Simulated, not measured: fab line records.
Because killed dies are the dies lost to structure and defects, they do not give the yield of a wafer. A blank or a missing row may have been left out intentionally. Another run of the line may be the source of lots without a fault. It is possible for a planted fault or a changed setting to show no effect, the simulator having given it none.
fab line records | flow n5_finfet
record: lots: 5 wafers: 15 last_day: 18
route steps=1938 shown GATE_CUT@491 BEOL_M4@1111 PASSIVATION@1936
lots that met no fault: taken from a fault-free run of the same line
start_h: start of the lot's first displayed wafer, in hours after the record's first day | wait_h: hours from the lot's prior step to this one | " as in the row above | L1.1+2: one row covering several wafers at once | - value missing, or start not given | * or withheld: withheld | < > ~ a bound
route shown NAME@n: names a module that has steps shown in the file, with the first one's number in the route | usual: mean/standard deviation of fault-free wafers | same: alike in all rows | chamber/n: place in a boat | sites: the reading at each site | _std_site: the values' standard deviation | _edge_site: mean of outer sites minus mean of inner sites | radius_mm: for every site, how far away it sits from the centre of the wafer | mask NAME#n: copy n | behind: the last tool/chamber to shape the wafer | hold: reason for holding the lot/hours on hold/outcome of the hold | device: which transistor (n, p or np) failed to switch | end of line: tests run on the same wafers once the route is complete | where a step has no rows: the recipe by itself | killed: dies that structure and defects cost at the first sort, which is not the same as the wafer's yield | map: dies across one wafer; x = killed, . = not, _ = none there
set.NAME: the setting as run; set.NAME@STEP: as run at that earlier step | model.NAME: the simulator's own value behind a step, which no gauge read
lots at some steps of the route; a table a step, a row a wafer
services: a tool's chamber out of use, with start hour (start_h, from the record's first day; less than 0 if before it), hours out, and reason
== steps ==
step: N5_GATE_CUT_ETCH_28
recipe: chemistry: N2/H2 target: underlayer target_depth_a: 130 mask_material: CAR-EUV time_s: 10.4 ion_energy_ev: 200 pressure_mtorr: 30 source_w: 840 bias_w: 150 n2_flow_sccm: 200 h2_flow_sccm: 200 ends: cleared
step: N5_GATE_CUT_ETCH_36
recipe: chemistry: CF4 target: SiARC target_depth_a: 130 mask_material: CAR-EUV time_s: 21.7 ion_energy_ev: 80 pressure_mtorr: 40 source_w: 545 bias_w: 36 Ar_flow_sccm: 100 cf4_flow_sccm: 100 ends: cleared
step: N5_GATE_CUT_ETCH_37
recipe: chemistry: N2/H2 target: SOC target_depth_a: 600 overetch_a: 120 mask_material: SiARC temp_c: 40 time_s: 90 ion_energy_ev: 200 pressure_mtorr: 30 source_w: 840 bias_w: 150 n2_flow_sccm: 200 h2_flow_sccm: 200
step: N5_GATE_CUT_STRIP_38
recipe: chemistry: N2/H2 temp_c: 40 n2_flow_sccm: 200 h2_flow_sccm: 200 rf_frequency_hz: 6e+07
step: N5_GATE_CUT_STRIP_39
recipe: chemistry: N2/H2 temp_c: 40 n2_flow_sccm: 200 h2_flow_sccm: 200 rf_frequency_hz: 6e+07
step: N5_GATE_CUT_HM_OPEN_40
recipe: chemistry: C4F6/O2 target: SiO2 mask_material: SiARC target_depth_a: 1390 time_s: 85.1 ion_energy_ev: 250 pressure_mtorr: 30 source_w: 345 bias_w: 185 Ar_flow_sccm: 300 C4F6_flow_sccm: 10 O2_flow_sccm: 10 ends: cleared
step: N5_GATE_CUT_STRIP_41
recipe: chemistry: CF4 resist: SiARC power_w: 300 bias_power_w: 75 pressure_mtorr: 50 cf4_flow_sccm: 150 rf_frequency_hz: 6e+07
step: N5_GATE_CUT_STRIP_42
recipe: chemistry: O2 power_w: 400 temp_c: 40 pressure_mtorr: 30 rf_frequency_hz: 6e+07 bias_power_w: 0 overash_fraction: 0.3 o2_flow_sccm: 225
step: N5_GATE_CUT_ETCH_19
recipe: chemistry: CH3F/O2 target: SiNx mask_material: SiO2 target_depth_a: 537 time_s: 76.7 pressure_mtorr: 30 source_w: 395 bias_w: 73 Ar_flow_sccm: 150 CH3F_flow_sccm: 30 O2_flow_sccm: 20 ion_energy_ev: 120 ends: cleared
step: N5_GATE_CUT_CUT_ETCH_53
recipe: chemistry: SF6/Cl2 target: W mask_material: SiO2 target_depth_a: 792 pressure_mtorr: 8 icp_w: 900 bias_w: 80 SF6_flow_sccm: 40 Cl2_flow_sccm: 60 ends: cleared
step: N5_GATE_CUT_CUT_ETCH_54
recipe: chemistry: Cl2/BCl3 target: TiN mask_material: SiO2 target_depth_a: 967 pressure_mtorr: 10 icp_w: 1000 bias_w: 126 Cl2_flow_sccm: 53.25 bcl3_flow_sccm: 21.75 Ar_flow_sccm: 25 ends: cleared
step: N5_GATE_CUT_CUT_ETCH_55
recipe: chemistry: BCl3 target: HfO2 mask_material: SiO2 target_depth_a: 32 ion_energy_ev: 30 pressure_mtorr: 5 icp_w: 450 bias_w: 18 bcl3_flow_sccm: 80
step: N5_GATE_CUT_ETCH_47
recipe: chemistry: Cl2/BCl3 target: SiO2 target_depth_a: 100 pressure_mtorr: 10 icp_w: 1000 bias_w: 126 Cl2_flow_sccm: 53.25 bcl3_flow_sccm: 21.75 Ar_flow_sccm: 25
usual: bcl3_flow_sccm: 21.76/0.061 bias_w: 126.0/0.35 drypump_motor_current_A: 5.9/0.41 oes_product_au: 0.78/0.081 throttle_valve_pct: 22.87/0.29
columns lot.wafer tool chamber start_h wait_h bcl3_flow_sccm bias_w drypump_motor_current_A oes_product_au rf_hours_counter_h throttle_valve_pct model.SiO2_of_GATE_CUT_HM_DEP_46.thk_nm
L343.1 rie_metal-01 1 121.73 0.0 21.82 125.7 6.1 0.67 86 23.39 105.6
L343.3 " 1 " " 21.86 125.9 6.1 0.67 - 23.37 104.8
L343.6 " 0 " " 21.65 126.3 5.7 0.89 - 22.50 106
L351.2 rie_metal-01 1 169.91 0.0 - - - - - - 115.8
L351.3 " 1 " " - - - - - - 116.4
L351.6 " 0 " " - - - - - - 118.4
L352.2 rie_metal-03 1 172.59 0.0 - - - - - - 114.6
L352.3 " 0 " " - - - - - - 115.8
L352.4 " 1 " " - - - - - - 117
L354.1 rie_metal-03 1 186.66 0.0 - - - - - - 117.8
L354.2 " 0 " " - - - - - - 118.4
L354.5 " 0 " " - - - - - - 119
L360.4 rie_metal-02 0 227.97 0.0 21.77 126.5 5.6 0.77 - 23.02 106.8
L360.5 " 1 " " 21.74 126.1 5.3 0.68 - 22.77 107.2
L360.6 " 0 " " 21.79 126.0 5.6 0.77 - 23.02 106
step: N5_GATE_CUT_VAPOR_ETCH_48
recipe: chemistry: BCl3/Cl2 target: TiN mode: isotropic
step: N5_GATE_CUT_VAPOR_ETCH_49
recipe: chemistry: BCl3/Cl2 target: TiAlC mode: isotropic
step: N5_GATE_CUT_VAPOR_ETCH_51
recipe: chemistry: BCl3/Cl2 target: HfO2 mode: isotropic
step: N5_GATE_CUT_STRIP_21
recipe: chemistry: N2/H2 time_s: 30 power_w: 1000 temp_c: 250 pressure_mtorr: withheld n2_flow_sccm: 1750 h2_flow_sccm: 3250
step: N5_GATE_CUT_STRIP_29
recipe: chemistry: post_etch_residue_remover time_s: 60 temp_c: 25 remover_ph: withheld remover_water_wt_pct: withheld remover_fluoride_wt_pct: withheld
step: N5_GATE_CUT_SRD_52
recipe: dry: ipa_marangoni time_s: 30 temp_c: 23 rinse_liquid: diw
step: N5_GATE_CUT_ALD_22
recipe: material: SiNx target_thk_a: 160 temp_c: 400 ald_precursor_family: SiH2I2 ald_co_reactant: N2/H2-plasma pulse_time_s: 1 ald_cycles: 320 purge_time_s: 2 co_reactant_purge_time_s: 2 pressure_torr: 2
step: N5_GATE_CUT_CMP_23
recipe: stop_on: SiO2 t_overpolish_s: 23.4 post_cmp_clean: alkaline_brush down_force_psi: 2.5 platen_rpm: 51.8 pad_velocity_m_s: 1.0307 target_thk_nm: 16
step: N5_GATE_CUT_THK_MEAS_24
recipe: reads: SiO2_of_GATE_CUT_HM_DEP_46+SiO2_flowable_of_ILD0_FCVD_FILL_01
usual: GC_FILL_THK: 219.6/2.1
columns lot.wafer tool chamber start_h wait_h GC_FILL_THK[nm]
L343.1 film_metro-01 - 125.51 - 218.9
L343.3 " - " " 219.7
L343.6 " - " " 219.9
L351.2 film_metro-02 - 172.21 - 227.8
L351.3 " - " " 230.2
L351.6 " - " " 231.6
L352.2 film_metro-02 - 174.67 - 229.0
L352.3 " - " " 229.4
L352.4 " - " " 231.0
L354.1 film_metro-01 - 189.07 - 230.7
L354.2 " - " " 230.6
L354.5 " - " " 231.6
L360.4 film_metro-01 - 230.41 - 220.8
L360.5 " - " " 223.1
L360.6 " - " " 220.6
step: N5_GATE_CUT_CMP_43
recipe: material: SiO2 post_cmp_clean: rinse_only
usual: motor_current_A: 11.9/1.2 pad_life_wafers: 979/420
columns lot.wafer tool chamber start_h wait_h motor_current_A pad_life_wafers model.SiO2_of_GATE_CUT_HM_DEP_46.thk_nm
L343.3 cmp-01 2 125.54 0.0 11.1 690 5
L343.1 " 0 " " 11.6 692 5
L343.6 " 2 " " 10.7 - 5
L351.2 cmp-03 0 172.32 0.1 12.8 1267 5.4
L351.3 " 1 " " 11.2 1268 5.4
L351.6 " 0 " " 12.5 - 5.6
L352.4 cmp-01 2 174.70 0.0 11.2 1056 5.6
L352.2 " 3 " " 11.5 1057 5.4
L352.3 " 0 " " 11.1 1058 5.4
L354.1 cmp-01 3 189.10 0.0 10.7 1158 5.6
L354.2 " 1 " " 13.5 1160 5.6
L354.5 " 0 " " 11.6 - 5.6
L360.4 cmp-02 2 230.68 0.3 14.0 357 5
L360.6 " 3 " " 11.3 - 5
L360.5 " 0 " " 12.8 - 5
step: N5_GATE_CUT_CMP_61
recipe: stop_on: SiNx t_overpolish_s: 3 post_cmp_clean: alkaline_brush down_force_psi: 4 platen_rpm: 27.09 pad_velocity_m_s: 0.539
step: N5_BEOL_M4_RC_MEAS_101
usual: DIBL_N: 35.7/1.5 DIBL_P: 35.7/2 IOFF_N: 0.155/0.026 IOFF_P: 0.20/0.031 ION_N: 675/11 ION_P: 462/7.1 SS_N: 71.3/0.57 SS_P: 73.1/0.56 VT_N: 250/3 VT_P: -251/3
columns lot.wafer tool chamber start_h wait_h DIBL_N[mV/V] DIBL_P[mV/V] IOFF_N[nA/um] IOFF_P[nA/um] ION_N[uA/um] ION_P[uA/um] SS_N[mV/dec] SS_P[mV/dec] VT_N[mV] VT_P[mV]
L343.1 prober-01 0 216.55 0.0 33.7 34.7 0.141 0.18 675 470 70.6 72.7 249 -249
L343.3 " 0 " " 34.7 35.8 0.143 0.20 664 460 71.1 73.6 249 -249
L343.6 " 0 " " 32.6 33.5 0.121 0.17 680 472 70.2 72.5 251 -251
L352.2 prober-02 0 260.55 0.2 35.9 36.7 0.149 0.21 673 469 70.7 72.9 250 -248
L352.3 " 0 " " 36.7 37.2 0.162 0.22 669 465 70.9 72.2 248 -248
L352.4 " 0 " " 36.7 37.1 0.163 0.23 697 470 71.0 73.1 248 -248
L354.1 prober-01 0 267.55 0.0 35.5 36.5 0.166 0.21 687 470 71.1 73.8 247 -251
L354.2 " 0 " " 35.3 35.9 0.150 0.20 666 460 71.5 72.9 248 -250
L354.5 " 0 " " 35.6 37.2 0.169 0.22 693 479 70.9 72.7 243 -249
L351.2 prober-02 0 267.79 0.2 36.0 36.6 0.160 0.20 685 466 71.1 72.7 250 -255
L351.3 " 0 " " 36.8 38.3 0.181 0.24 685 469 71.4 73.9 247 -249
L351.6 " 0 " " 36.5 37.4 0.172 0.21 683 464 71.3 73.3 247 -251
L360.4 prober-02 0 320.53 0.5 37.1 38.4 0.175 0.22 669 457 71.6 73.4 249 -252
L360.5 " 0 " " 35.9 37.9 0.164 0.20 681 462 71.2 73.8 250 -252
L360.6 " 0 " " 38.2 40.2 0.214 0.26 680 464 72.1 74.0 244 -248
step: N5_PASSIVATION_PROBE_49
usual: defect_limited_yield: 91.4/1.5 killed_at_M0_to_M3: 34/10 killed_at_M4_up: 15/6 killed_at_contacts: 12/6 killed_at_front_end: 37/11 killed_at_other: 3.3/2.8 killed_dies: 101/18 killed_on_rim: 14/4.4 killed_open: 66/14 killed_short: 33/7.8 sort_bin_5_function: 5.0/0.97 sort_bin_6_memory: 3.2/0.72 sort_n_pass: 1079/18 sort_yield_pct: 91.4/1.5
same: gross_dies: 1180 killed_at_back_side: 0 sort_bin_4_leakage[%]: 0 sort_bin_8_speed[%]: 0
columns lot.wafer tool chamber start_h wait_h defect_limited_yield[%] killed_at_M0_to_M3 killed_at_M4_up killed_at_contacts killed_at_front_end killed_at_other killed_dies killed_on_rim killed_open killed_short sort_bin_5_function[%] sort_bin_6_memory[%] sort_n_pass sort_yield_pct[%]
L352.2 prober-02 - 369.42 0.1 89.9 37 25 25 30 2 119 17 89 30 6.2 3.6 1061 89.9
L352.3 prober-02 - 369.47 0.1 89.8 48 24 12 32 4 120 18 82 38 6.4 3.4 1060 89.8
L352.4 prober-02 - 369.52 0.2 90.9 29 24 13 38 3 107 16 74 32 5.3 3.5 1073 90.9
L354.1 prober-02 - 387.64 0.0 90.1 31 21 19 44 2 117 13 86 28 5.5 4.2 1063 90.1
L354.2 prober-02 - 387.69 0.1 91.9 18 18 10 46 4 96 14 60 35 3.7 4.2 1084 91.9
L354.5 prober-02 - 387.84 0.2 92.2 13 19 12 46 2 92 14 66 23 5.2 2.5 1088 92.2
L360.4 prober-01 - 430.10 0.2 90.5 20 12 15 61 4 112 13 77 26 5.6 3.1 1068 90.5
L360.5 prober-01 - 430.15 0.2 90.7 29 17 17 44 3 110 18 66 41 5.0 4.2 1070 90.7
L360.6 prober-01 - 430.20 0.3 91.9 17 22 15 38 3 95 10 62 32 4.5 3.1 1085 91.9
killed by level:class
L352.2 MOL_CONTACT_COAG:geometric_particle:open=17 BEOL_M0_SAQP:geometric_particle:open=15 BEOL_M4:geometric_particle:open=13 FIN_SAQP:geometric_particle:open=10 MOL_CONTACT_COAG:geometric_particle:short=8 BEOL_M3:geometric_particle:open=7 BEOL_M0_SAQP:geometric_particle:short=5 FIN_SAQP:geometric_particle:short=4
L352.3 BEOL_M0_SAQP:geometric_particle:open=12 BEOL_M4:geometric_particle:open=12 BEOL_M0_SAQP:geometric_particle:short=10 BEOL_M1:geometric_particle:open=10 MOL_CONTACT_COAG:geometric_particle:open=9 BEOL_M2:geometric_particle:open=8 BEOL_M5:geometric_particle:open=8 FIN_SAQP:geometric_particle:open=7
L352.4 BEOL_M4:geometric_particle:open=11 MOL_CONTACT_COAG:geometric_particle:open=10 GATE_CUT:geometric_particle:open=8 BEOL_M3:geometric_particle:open=8 STI_FIN_REVEAL:geometric_particle:open=7 BEOL_M0_SAQP:geometric_particle:open=7 STARTING-WAFER:geometric_particle:open=6 FIN_SAQP:geometric_particle:short=5
L354.1 STI_FIN_REVEAL:geometric_particle:open=21 MOL_CONTACT_COAG:geometric_particle:open=16 BEOL_M4:geometric_particle:open=13 BEOL_M2:geometric_particle:open=10 BEOL_M3:geometric_particle:open=6 FIN_SAQP:geometric_particle:short=5 BEOL_M0_SAQP:geometric_particle:open=5 STI_FIN_REVEAL:geometric_particle:short=4
L354.2 STI_FIN_REVEAL:geometric_particle:open=17 MOL_CONTACT_COAG:geometric_particle:open=7 FIN_SAQP:geometric_particle:open=5 FIN_SAQP:geometric_particle:short=5 BEOL_M0_SAQP:geometric_particle:open=5 BEOL_M0_SAQP:geometric_particle:short=5 BEOL_M4:geometric_particle:open=5 BEOL_M6:geometric_particle:open=4
L354.5 FIN_SAQP:geometric_particle:open=16 MOL_CONTACT_COAG:geometric_particle:open=11 BEOL_M4:geometric_particle:open=9 STI_FIN_REVEAL:geometric_particle:open=8 BEOL_M0_SAQP:geometric_particle:short=5 STARTING-WAFER:geometric_particle:open=5 BEOL_M1:geometric_particle:open=4 BEOL_M4:geometric_particle:short=4
L360.4 STI_FIN_REVEAL:geometric_particle:open=20 MOL_CONTACT_COAG:geometric_particle:open=11 FIN_SAQP:geometric_particle:open=10 HKMG_FIN:area_etch=7 BEOL_M4:geometric_particle:open=6 GATE_CUT:geometric_particle:short=5 BEOL_M1:geometric_particle:open=5 FIN_SAQP:geometric_particle:short=4
L360.5 MOL_CONTACT_COAG:geometric_particle:open=16 FIN_SAQP:geometric_particle:short=11 FIN_SAQP:geometric_particle:open=10 BEOL_M3:geometric_particle:open=7 GATE_CUT:geometric_particle:open=5 GATE_CUT:geometric_particle:short=5 BEOL_M2:geometric_particle:open=5 BEOL_M0_SAQP:geometric_particle:short=4
L360.6 BEOL_M4:geometric_particle:open=11 FIN_SAQP:geometric_particle:open=10 MOL_CONTACT_COAG:geometric_particle:open=9 GATE_CUT:geometric_particle:short=8 MOL_CONTACT_COAG:geometric_particle:short=6 BEOL_M3:geometric_particle:open=5 FIN_SAQP:geometric_particle:short=4 BEOL_M2:geometric_particle:open=4
== services ==
columns tool chamber start_h hours kind
cmp-03 - 108.34 0.2 repair
cmp-02 - 121.10 1.6 repair
cmp-03 - 135.91 5.6 pm
rie_metal-02 - 153.70 1.6 repair
cmp-01 - 168.17 4.1 pm
cmp-01 - 179.11 2.5 repair
cmp-02 - 183.37 4.0 pm
rie_metal-02 0 185.95 2.6 repair
cmp-02 - 187.37 - consumable_replace:conditioner
cmp-02 - 187.37 - consumable_replace:pad
cmp-01 - 192.70 7.2 repair
cmp-02 - 223.26 4.3 pm
cmp-02 - 227.88 1.6 repair
rie_metal-02 1 228.40 16.7 repair
== key ==
first_sign: step: N5_GATE_CUT_ETCH_47 reading: tool_record direction: missing
effect: step: N5_GATE_CUT_THK_MEAS_24 reading: GC_FILL_THK direction: up sigmas: 5 usual: 219.6 struck: 230.2
model_effect: step: N5_GATE_CUT_ETCH_47 value: SiO2_of_GATE_CUT_HM_DEP_46.thk_nm without: 107 struck: 117
model_effect: step: N5_GATE_CUT_CMP_43 value: SiO2_of_GATE_CUT_HM_DEP_46.thk_nm without: 5.022 struck: 5.511
met_at N5_GATE_CUT_ETCH_47
struck_wafers L351.2,L351.3,L351.6,L352.2,L352.3,L352.4,L354.1,L354.2,L354.5
onset_between 121.73 169.91
fault: kind: skipped_step_whole tool: rie_metal-01,rie_metal-03 chamber: - onset_h: 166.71 steps: N5_GATE_CUT_ETCH_47 scope: struck_lots_only
